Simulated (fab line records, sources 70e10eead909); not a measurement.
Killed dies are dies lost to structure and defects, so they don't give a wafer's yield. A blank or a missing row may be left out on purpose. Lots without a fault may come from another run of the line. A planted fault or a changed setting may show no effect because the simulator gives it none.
fab line records | flow nand_harc
record lots=13 wafers=39 last_day=24
route steps=1159 shown A_M0@1005 A_M1@1051 A_BONDPAD@1060 END@1159
lots that met no fault: from a run of the same line without faults
start_h: hours from the record's first day to the start of the lot's first wafer shown | wait_h: hours since the lot's step before | " the same as in the row above | L1.1+2: a row that stands for several wafers | - no value, or no start given | * or withheld: withheld | < > ~ a bound
route shown NAME@n: a module of which the file shows steps, and the number in the route of the first | usual: mean/standard deviation of fault-free wafers | same: alike in all rows | chamber/n: place in a boat | sites: the reading at each site | _std_site: their standard deviation | _edge_site: outer sites' mean less inner sites' | radius_mm: how far each site lies from the wafer's centre | mask NAME#n: copy n | behind: the tool/chamber that last shaped the wafer | hold: why the lot was held/for how many hours/how that ended | device: the transistor (n, p or np) that didn't switch | end of line: the same wafers' tests at the end of the route | a step without rows: its recipe alone | killed: dies lost to structure and defects at the first sort, not the wafer's yield | map: a wafer's dies, x killed, . not, _ none there
set.NAME: the setting as run; set.NAME@STEP: as run at that earlier step | model.NAME: the simulator's own value behind a step, which no gauge read
steps of the route over a sample of lots; a table a step, a row a wafer
services: from which hour (start_h, from the record's first day; less than 0 if before it) a tool's chamber was out of use, for how many hours, and why
## steps
# step NHARC_A_M0_OVL_MEAS_10
# recipe pitch_nm=160
# usual overlay_x_nm=-0.2/0.61 overlay_y_nm=0.3/1
# columns lot.wafer tool chamber start_h wait_h overlay_x_nm overlay_y_nm
L771.1 overlay-02 - 394.45 - -0.2 0.0
L771.4 " - " " -0.3 0.1
L771.5 " - " " -0.1 0.2
L773.1 overlay-01 - 401.75 - -0.8 0.7
L773.2 " - " " -0.1 0.7
L773.6 " - " " -0.1 0.7
L772.2 overlay-02 - 402.93 - 0.7 0.4
L772.4 " - " " 0.5 0.0
L772.6 " - " " 0.8 0.2
L778.1 overlay-02 - 433.20 - -0.3 0.7
L778.4 " - " " 0.2 0.9
L778.6 " - " " -0.5 0.6
L779.2 overlay-02 - 442.02 - 1.1 -1.1
L779.3 " - " " 0.4 -0.8
L779.6 " - " " 1.0 -1.4
L783.1 overlay-02 - 466.05 - 0.1 0.0
L783.2 " - " " 0.1 -0.2
L783.4 " - " " 0.0 0.1
L784.1 overlay-02 - 466.59 - -0.6 1.1
L784.4 " - " " -0.9 0.9
L784.5 " - " " -0.6 0.8
L786.1 overlay-01 - 495.37 - -0.6 0.7
L786.4 " - " " -0.8 0.7
L786.5 " - " " -0.6 0.4
L785.3 overlay-01 - 498.37 - -0.8 1.2
L785.4 " - " " -0.5 1.1
L785.5 " - " " -0.1 1.0
L789.2 overlay-01 - 510.14 - -1.2 0.6
L789.3 " - " " -0.7 1.0
L789.6 " - " " -1.1 0.3
L790.2 overlay-01 - 515.24 - 0.3 1.0
L790.3 " - " " 0.6 0.7
L790.4 " - " " 0.1 1.1
L791.4 overlay-01 - 528.23 - 0.2 -1.3
L791.5 " - " " 0.2 -1.6
L791.6 " - " " 0.1 -1.6
L794.3 overlay-01 - 529.49 - 0.6 1.3
L794.4 " - " " 0.6 1.9
L794.6 " - " " 0.1 1.9
# step NHARC_A_M1_ANNEAL_31
# recipe temp_c=225 time_s=90
# usual anneal_temp_c=224.99/0.18 anneal_temp_c_max=226.03/0.3 wafer_temp_C_max=225.9/0.53
# columns lot.wafer tool chamber start_h wait_h anneal_temp_c anneal_temp_c_max wafer_temp_C_max
L771.1 rtp_anneal-01 0 400.43 0.3 225.28 226.07 226.0
L771.4 " 0 " " 225.06 225.73 226.5
L771.5 " 0 " " 225.32 226.10 225.9
L773.1 rtp_anneal-02 0 407.59 - 225.34 226.35 225.5
L773.2 " 0 " " 224.91 226.01 225.5
L773.6 " 0 " " 225.16 226.12 225.5
L772.2 rtp_anneal-02 0 408.83 - 224.83 226.22 225.5
L772.4 " 0 " " 225.37 226.42 225.8
L772.6 " 0 " " 224.73 225.68 225.1
L778.1 rtp_anneal-02 - 439.16 - - - -
L778.4 " - " " - - -
L778.6 " - " " - - -
L779.2 rtp_anneal-02 - 448.04 0.3 - - -
L779.3 " - " " - - -
L779.6 " - " " - - -
L783.1 rtp_anneal-01 0 471.85 - 225.13 226.07 226.9
L783.2 " 0 " " 224.98 225.80 226.4
L783.4 " 0 " " 225.14 226.09 226.1
L784.1 rtp_anneal-01 0 472.54 - 224.85 225.95 226.7
L784.4 " 0 " " 224.98 225.81 226.0
L784.5 " 0 " " 224.95 225.88 227.0
L786.1 rtp_anneal-02 0 501.34 - 224.85 225.81 225.4
L786.4 " 0 " " 224.91 226.62 225.5
L786.5 " 0 " " 225.07 226.12 225.6
L785.3 rtp_anneal-02 0 504.39 0.3 224.75 225.52 225.3
L785.4 " 0 " " 224.76 225.70 225.4
L785.5 " 0 " " 224.65 226.05 225.7
L789.2 rtp_anneal-02 0 516.46 0.4 224.98 226.35 225.2
L789.3 " 0 " " 225.16 226.63 225.8
L789.6 " 0 " " 225.04 226.39 225.7
L790.2 rtp_anneal-02 0 522.33 - 224.74 226.33 225.7
L790.3 " 0 " " 225.07 226.32 225.3
L790.4 " 0 " " 224.99 226.16 225.5
L791.4 rtp_anneal-02 0 534.50 - 224.97 226.43 225.5
L791.5 " 0 " " 225.09 226.24 225.4
L791.6 " 0 " " 224.76 225.98 225.5
L794.3 rtp_anneal-02 0 535.84 0.3 225.04 226.11 225.4
L794.4 " 0 " " 225.21 226.44 225.5
L794.6 " 0 " " 225.08 226.18 225.3
# step NHARC_A_M1_THK_MEAS_24
# recipe thk_meas_gauge=xrf
# usual thk_nm=154.2/1.3
# columns lot.wafer tool chamber start_h wait_h thk_nm
L771.1 film_metro-01 - 401.10 - 154.4
L771.4 " - " " 154.3
L771.5 " - " " 153.8
L773.1 film_metro-02 - 408.25 - 153.9
L773.2 " - " " 156.6
L773.6 " - " " 154.1
L772.2 film_metro-01 - 409.45 - 153.4
L772.4 " - " " 152.3
L772.6 " - " " 152.2
L778.1 film_metro-02 - 439.82 - 154.9
L778.4 " - " " 152.8
L778.6 " - " " 153.5
L779.2 film_metro-02 - 448.65 - 155.2
L779.3 " - " " 154.3
L779.6 " - " " 154.3
L783.1 film_metro-01 - 472.51 - 157.5
L783.2 " - " " 155.7
L783.4 " - " " 156.1
L784.1 film_metro-01 - 473.20 - 153.5
L784.4 " - " " 154.1
L784.5 " - " " 153.0
L786.1 film_metro-02 - 502.01 - 155.0
L786.4 " - " " 153.6
L786.5 " - " " 153.7
L785.3 film_metro-01 - 504.95 - 155.0
L785.4 " - " " 156.4
L785.5 " - " " 153.9
L789.2 film_metro-02 - 517.08 - 151.2
L789.3 " - " " 152.7
L789.6 " - " " 155.1
L790.2 film_metro-01 - 523.00 - 154.9
L790.3 " - " " 155.4
L790.4 " - " " 151.2
L791.4 film_metro-01 - 535.01 - 153.5
L791.5 " - " " 156.0
L791.6 " - " " 155.9
L794.3 film_metro-02 - 536.40 - 153.6
L794.4 " - " " 154.4
L794.6 " - " " 155.0
# step NHARC_A_BONDPAD_CMP_29
# recipe target_thk_nm=200 material=SiCN
# usual motor_current_A=12.1/1.3 pad_life_wafers=228/130
# columns lot.wafer tool chamber start_h wait_h motor_current_A pad_life_wafers
L771.1 cmp-01 1 402.47 - 12.4 181
L771.4 " 3 " " 11.0 183
L771.5 " 1 " " 12.2 -
L773.1 cmp-03 1 409.51 - 11.9 342
L773.2 " 2 " " 12.9 343
L773.6 " 1 " " 11.3 -
L772.4 cmp-04 0 410.74 - 12.3 36
L772.2 " 1 " " 13.5 37
L772.6 " 0 " " 12.4 -
L778.1 cmp-04 3 441.17 - 10.0 199
L778.4 " 1 " " 14.1 201
L778.6 " 2 " " 12.2 -
L779.3 cmp-04 2 450.42 - 11.1 240
L779.2 " 1 " " 14.2 243
L779.6 " 2 " " 11.0 -
L783.1 cmp-04 3 473.80 - 10.6 384
L783.4 " 0 " " 12.2 385
L783.2 " 2 " " 11.7 387
L784.1 cmp-03 0 474.81 - 10.8 114
L784.4 " 1 " " 12.0 115
L784.5 " 0 " " 10.8 -
L786.4 cmp-04 3 503.27 - 10.7 6
L786.1 " 2 " " 11.6 9
L786.5 " 3 " " 10.5 -
L785.4 cmp-03 2 506.41 - 13.7 247
L785.3 " 0 " " 10.3 249
L785.5 " 2 " " 13.0 -
L789.3 cmp-04 1 519.48 - 13.3 98
L789.2 " 2 " " 11.6 99
L789.6 " 0 " " 12.5 -
L790.3 cmp-04 3 524.55 - 10.7 132
L790.4 " 0 " " 12.8 133
L790.2 " 1 " " 13.3 134
L791.4 cmp-03 0 536.30 - 10.7 457
L791.6 " 3 " " 13.5 -
L791.5 " 0 " " 10.3 -
L794.4 cmp-03 1 537.71 - 11.5 475
L794.3 " 3 " " 14.1 477
L794.6 " 0 " " 10.6 -
# step NHARC_END_SORT_01
# recipe temp_c=25
# usual defect_limited_yield=95.6/1.7 killed_at_array=27/11 killed_at_other=0.7/0.93 killed_at_periphery=2.9/1.9 killed_dies=30/11 killed_open=3.1/1.7 killed_short=1.9/1.3 sort_bin_2_pct=1.4/0.68 sort_bin_3_pct=0.28/0.25 sort_bin_4_pct=2.8/1.1 sort_n_pass=647/11 sort_rim_yield_pct=95.4/2.7 sort_yield_pct=95.6/1.7
# same gross_dies=677 sort_bin_5_pct[%]=0 sort_bin_6_pct[%]=0 sort_bin_7_pct[%]=0 sort_bin_8_pct[%]=0 sort_rim_n_gross=106.00
# columns lot.wafer tool chamber start_h wait_h defect_limited_yield[%] killed_at_array killed_at_other killed_at_periphery killed_dies killed_open killed_short sort_bin_2_pct[%] sort_bin_3_pct[%] sort_bin_4_pct[%] sort_n_pass sort_rim_yield_pct[%] sort_yield_pct[%]
L772.2 prober-01 0 445.19 2.8 94.8 30 1 4 35 2 2 1.2 0 4.0 642 93.4 94.8
L772.4 prober-01 0 446.78 3.4 93.4 38 1 6 45 4 1 3.0 0.15 3.5 632 97.2 93.4
L772.6 prober-01 0 448.38 4.0 93.6 40 0 3 43 2 2 2.1 0.74 3.5 634 94.3 93.6
L779.2 prober-01 0 483.02 2.8 90.3 64 0 2 66 2 1 4.0 0.44 5.3 611 94.3 90.3
L779.3 prober-01 0 483.83 3.1 90.4 64 0 1 65 4 2 6.4 0.59 2.7 612 90.6 90.4
L779.6 prober-01 0 486.26 4.1 91.4 57 0 1 58 0 3 5.0 0.15 3.4 619 93.4 91.4
L784.1 prober-01 0 506.50 2.5 95.4 26 2 3 31 1 2 1.9 0 2.7 646 95.3 95.4
L784.4 prober-01 0 508.86 3.4 93.2 41 1 4 46 4 4 1.8 0.44 4.6 631 93.4 93.2
L784.5 prober-01 0 509.65 3.6 94.1 33 1 6 40 6 6 1.9 0.44 3.5 637 98.1 94.1
L783.1 prober-02 0 506.50 2.5 96.2 25 0 1 26 4 0 0.6 0.59 2.7 651 93.4 96.2
L783.2 prober-02 0 507.29 2.8 94.5 35 0 2 37 3 2 1.3 0.59 3.5 640 96.2 94.5
L783.4 prober-02 0 508.87 3.4 95.1 30 0 3 33 7 2 1.2 0.44 3.2 644 90.6 95.1
L789.2 prober-01 0 558.17 2.8 97.6 15 0 1 16 0 2 0.6 0.44 1.3 661 100.0 97.6
L789.3 prober-01 0 558.96 3.1 97.2 15 0 4 19 4 1 0.4 0.15 2.2 658 98.1 97.2
L789.6 prober-01 0 561.36 4.0 97.6 12 0 4 16 6 3 0.9 0.15 1.3 661 99.1 97.6
L790.2 prober-02 0 558.21 2.8 92.5 45 2 4 51 3 1 2.5 0.74 4.3 626 92.5 92.5
L790.3 prober-02 0 559.02 3.1 90.7 61 1 1 63 3 3 3.2 0.44 5.6 614 94.3 90.7
L790.4 prober-02 0 559.82 3.4 91.9 50 0 5 55 2 2 2.8 1.03 4.3 622 90.6 91.9
L791.4 prober-02 0 569.96 3.4 97.6 14 1 1 16 3 1 0.4 0 1.9 661 96.2 97.6
L791.5 prober-02 0 570.75 3.7 96.2 22 1 3 26 3 1 1.5 0.15 2.2 651 92.5 96.2
L791.6 prober-02 0 571.55 4.0 96.6 21 0 2 23 4 2 0.6 0.30 2.5 654 92.5 96.6
L794.3 prober-02 0 576.90 3.1 95.1 28 0 5 33 4 3 1.3 0.15 3.4 644 93.4 95.1
L794.4 prober-02 0 577.69 3.4 93.6 36 0 7 43 3 1 1.8 0.59 4.0 634 100.0 93.6
L794.6 prober-02 0 579.28 4.0 93.8 31 0 11 42 3 2 2.1 0.15 4.0 635 89.6 93.8
# killed by level:class
L772.2 A_CHANNEL_HOLE_D1:chamber_film_flake=11 A_STAIRCASE:chamber_film_flake=7 A_SLIT:chamber_film_flake=7 P_STI:chamber_film_flake=3 A_CONTACT:chamber_film_flake=2 A_CONTACT:geometric_particle:open=1 A_M0:geometric_particle:open=1 A_M0:geometric_particle:short=1
L772.4 A_SLIT:chamber_film_flake=14 A_CHANNEL_HOLE_D1:chamber_film_flake=13 A_STAIRCASE:chamber_film_flake=6 P_GATE:chamber_film_flake=3 P_STI:chamber_film_flake=2 P_CONTACT:geometric_particle:open=1 A_ONON_D1:geometric_particle:open=1 A_CHANNEL_FILL_D1:geometric_particle:open=1
L772.6 A_SLIT:chamber_film_flake=15 A_CHANNEL_HOLE_D1:chamber_film_flake=13 A_STAIRCASE:chamber_film_flake=7 P_STI:chamber_film_flake=2 A_SOURCE_PLATE:geometric_particle:short=1 A_ONON_D1:geometric_particle:short=1 A_CHANNEL_FILL_D1:geometric_particle:open=1 A_CONTACT:geometric_particle:open=1
L779.2 A_M1:area_anneal=21 A_SLIT:chamber_film_flake=16 A_CHANNEL_HOLE_D1:chamber_film_flake=14 A_STAIRCASE:chamber_film_flake=9 A_CONTACT:chamber_film_flake=3 P_CONTACT:geometric_particle:open=1 P_M0:geometric_particle:open=1 A_CONTACT:geometric_particle:short=1
L779.3 A_M1:area_anneal=30 A_SLIT:chamber_film_flake=10 A_CHANNEL_HOLE_D1:chamber_film_flake=9 A_STAIRCASE:chamber_film_flake=6 A_CONTACT:chamber_film_flake=2 P_CONTACT:geometric_particle:open=1 A_SOURCE_PLATE:geometric_particle:short=1 A_SOURCE_PLATE:geometric_particle:open=1
L779.6 A_M1:area_anneal=27 A_CHANNEL_HOLE_D1:chamber_film_flake=11 A_STAIRCASE:chamber_film_flake=7 A_SLIT:chamber_film_flake=6 A_ZERO_WELL:chamber_film_flake=2 P_ZERO_WELL:geometric_particle:short=1 A_SOURCE_PLATE:geometric_particle:short=1 A_ONON_D1:geometric_particle:short=1
L784.1 A_SLIT:chamber_film_flake=10 A_CONTACT:chamber_film_flake=5 A_STAIRCASE:chamber_film_flake=4 A_CHANNEL_HOLE_D1:chamber_film_flake=3 P_M1:chamber_film_flake=2 THIN_TSV:chamber_film_flake=2 P_M0:geometric_particle:short=1 A_SOURCE_PLATE:geometric_particle:short=1
L783.1 A_CHANNEL_HOLE_D1:chamber_film_flake=19 A_CONTACT:geometric_particle:open=3 P_M0:geometric_particle:open=1 A_STAIRCASE:chamber_film_flake=1 A_SGD_CUT:chamber_film_flake=1 A_CONTACT:chamber_film_flake=1
L783.2 A_CHANNEL_HOLE_D1:chamber_film_flake=23 A_ZERO_WELL:chamber_film_flake=3 A_CONTACT:chamber_film_flake=3 A_SGD_CUT:chamber_film_flake=2 P_CONTACT:geometric_particle:open=1 P_M0:geometric_particle:short=1 A_CHANNEL_FILL_D1:geometric_particle:short=1 A_CONTACT:geometric_particle:open=1
L784.4 A_SLIT:chamber_film_flake=17 A_CHANNEL_HOLE_D1:chamber_film_flake=9 A_CONTACT:chamber_film_flake=6 A_CONTACT:geometric_particle:short=2 A_BLC:geometric_particle:open=2 P_M1:chamber_film_flake=2 A_STAIRCASE:chamber_film_flake=2 P_CONTACT:geometric_particle:open=1
L783.4 A_CHANNEL_HOLE_D1:chamber_film_flake=15 A_ZERO_WELL:chamber_film_flake=3 A_CONTACT:chamber_film_flake=3 A_CONTACT:geometric_particle:open=2 P_CONTACT:geometric_particle:open=1 P_M0:geometric_particle:short=1 P_M0:geometric_particle:open=1 A_ONON_D1:geometric_particle:open=1
L784.5 A_SLIT:chamber_film_flake=18 A_CHANNEL_HOLE_D1:chamber_film_flake=4 A_CONTACT:chamber_film_flake=3 A_WL_FILL:geometric_particle:short=2 P_ZERO_WELL:chamber_film_flake=2 P_GATE:geometric_particle:short=1 P_GATE:geometric_particle:open=1 P_CONTACT:geometric_particle:open=1
L789.2 A_CHANNEL_HOLE_D1:chamber_film_flake=10 A_CONTACT:chamber_film_flake=2 A_CHANNEL_FILL_D1:geometric_particle:short=1 A_M0:geometric_particle:short=1 P_M0:chamber_film_flake=1 A_M1:chamber_film_flake=1
L790.2 A_CHANNEL_HOLE_D1:chamber_film_flake=18 A_SLIT:chamber_film_flake=12 A_CONTACT:chamber_film_flake=5 A_WL_FILL:chamber_film_flake=3 A_STAIRCASE:chamber_film_flake=2 A_M1:chamber_film_flake=2 THIN_TSV:chamber_film_flake=2 P_M0:geometric_particle:short=1
L789.3 A_CHANNEL_HOLE_D1:chamber_film_flake=8 A_CONTACT:chamber_film_flake=2 P_CONTACT:geometric_particle:short=1 P_CONTACT:geometric_particle:open=1 A_SOURCE_PLATE:geometric_particle:open=1 A_CHANNEL_FILL_D1:geometric_particle:open=1 A_CONTACT:geometric_particle:open=1 P_GATE:chamber_film_flake=1
L790.3 A_CHANNEL_HOLE_D1:chamber_film_flake=19 A_SLIT:chamber_film_flake=18 A_CONTACT:chamber_film_flake=12 A_CHANNEL_FILL_D1:chamber_film_flake=5 A_CONTACT:geometric_particle:open=2 A_SOURCE_PLATE:geometric_particle:short=1 A_ONON_D1:geometric_particle:short=1 A_BLC:geometric_particle:open=1
L790.4 A_CHANNEL_HOLE_D1:chamber_film_flake=21 A_SLIT:chamber_film_flake=14 A_CONTACT:chamber_film_flake=7 A_CHANNEL_FILL_D1:chamber_film_flake=4 A_M1:chamber_film_flake=2 P_CONTACT:geometric_particle:short=1 P_CONTACT:geometric_particle:open=1 A_WL_FILL:geometric_particle:short=1
L789.6 A_CHANNEL_HOLE_D1:chamber_film_flake=4 P_M0:geometric_particle:open=2 A_CONTACT:geometric_particle:open=2 P_M1:geometric_particle:short=1 A_SOURCE_PLATE:geometric_particle:open=1 A_CHANNEL_FILL_D1:geometric_particle:open=1 A_CONTACT:geometric_particle:short=1 A_BLC:geometric_particle:short=1
L791.4 A_CHANNEL_HOLE_D1:chamber_film_flake=7 A_CHANNEL_FILL_D1:geometric_particle:open=1 A_CHANNEL_FILL_D1:geometric_particle:short=1 A_CONTACT:geometric_particle:open=1 STARTING-WAFER:geometric_particle:open=1 P_M0:chamber_film_flake=1 A_ZERO_WELL:chamber_film_flake=1 A_SGD_CUT:chamber_film_flake=1
L791.5 A_CHANNEL_HOLE_D1:chamber_film_flake=9 A_M0:chamber_film_flake=5 A_SGD_CUT:chamber_film_flake=3 A_CONTACT:chamber_film_flake=3 P_M0:geometric_particle:open=1 P_M2:geometric_particle:open=1 A_CHANNEL_FILL_D1:geometric_particle:open=1 P_BONDPAD:chamber_film_flake=1
L791.6 A_CHANNEL_HOLE_D1:chamber_film_flake=5 A_SLIT:chamber_film_flake=3 A_WL_FILL:chamber_film_flake=3 A_CONTACT:chamber_film_flake=2 A_M0:chamber_film_flake=2 P_GATE:geometric_particle:open=1 A_SOURCE_PLATE:geometric_particle:open=1 A_CHANNEL_FILL_D1:geometric_particle:short=1
L794.3 A_SLIT:chamber_film_flake=13 A_CHANNEL_HOLE_D1:chamber_film_flake=5 P_GATE:chamber_film_flake=3 A_WL_FILL:chamber_film_flake=2 P_M0:geometric_particle:open=1 A_SGD_CUT:geometric_particle:short=1 A_WL_FILL:geometric_particle:short=1 A_WL_FILL:geometric_particle:open=1
L794.4 A_SLIT:chamber_film_flake=22 A_CHANNEL_HOLE_D1:chamber_film_flake=9 P_GATE:chamber_film_flake=6 A_CONTACT:chamber_film_flake=2 P_GATE:geometric_particle:open=1 A_CHANNEL_FILL_D1:geometric_particle:open=1 A_SGD_CUT:geometric_particle:open=1 A_WL_FILL:geometric_particle:short=1
L794.6 A_SLIT:chamber_film_flake=15 A_CONTACT:chamber_film_flake=8 P_GATE:chamber_film_flake=7 P_ZERO_WELL:chamber_film_flake=2 A_ZERO_WELL:chamber_film_flake=2 A_CHANNEL_HOLE_D1:chamber_film_flake=2 P_CONTACT:geometric_particle:open=1 A_SOURCE_PLATE:geometric_particle:short=1
## services
# columns tool chamber start_h hours kind
cmp-01 - 379.50 - consumable_replace:conditioner
cmp-01 - 379.50 - consumable_replace:pad
cmp-04 - 399.16 4.0 pm
cmp-04 - 403.16 - consumable_replace:conditioner
cmp-04 - 403.16 - consumable_replace:pad
cmp-04 - 405.70 1.8 repair
cmp-03 - 450.22 4.0 pm
cmp-03 - 454.22 - consumable_replace:conditioner
cmp-03 - 454.22 - consumable_replace:pad
cmp-01 - 473.50 4.0 pm
cmp-01 - 477.50 - consumable_replace:conditioner
cmp-01 - 477.50 - consumable_replace:pad
cmp-03 - 489.20 1.0 repair
cmp-04 - 497.16 4.0 pm
cmp-04 - 501.16 - consumable_replace:conditioner
cmp-04 - 501.16 - consumable_replace:pad
cmp-01 - 527.56 10.9 repair
## key
first_sign step=NHARC_A_M1_ANNEAL_31 reading=tool_record direction=missing
effect step=NHARC_END_SORT_01 reading=sort_bin_2_pct direction=up sigmas=5.5 usual=1.4 struck=5.1
met_at NHARC_A_M1_ANNEAL_31
struck_lots L778,L779
sort_left_out L778.1,L778.4,L778.6
not_acting_at NHARC_A_M0_OVL_MEAS_10,NHARC_A_M1_THK_MEAS_24,NHARC_A_BONDPAD_CMP_29
onset_between 408.83 439.16
fault kind=skipped_step_whole tool=rtp_anneal-02 chamber=- onset_h=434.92 steps=NHARC_A_M1_ANNEAL_31 scope=struck_lots_only
# sort_left_out: the simulated sort isn't trusted on such a fault, so these wafers' sort isn't shown, and their yield isn't known
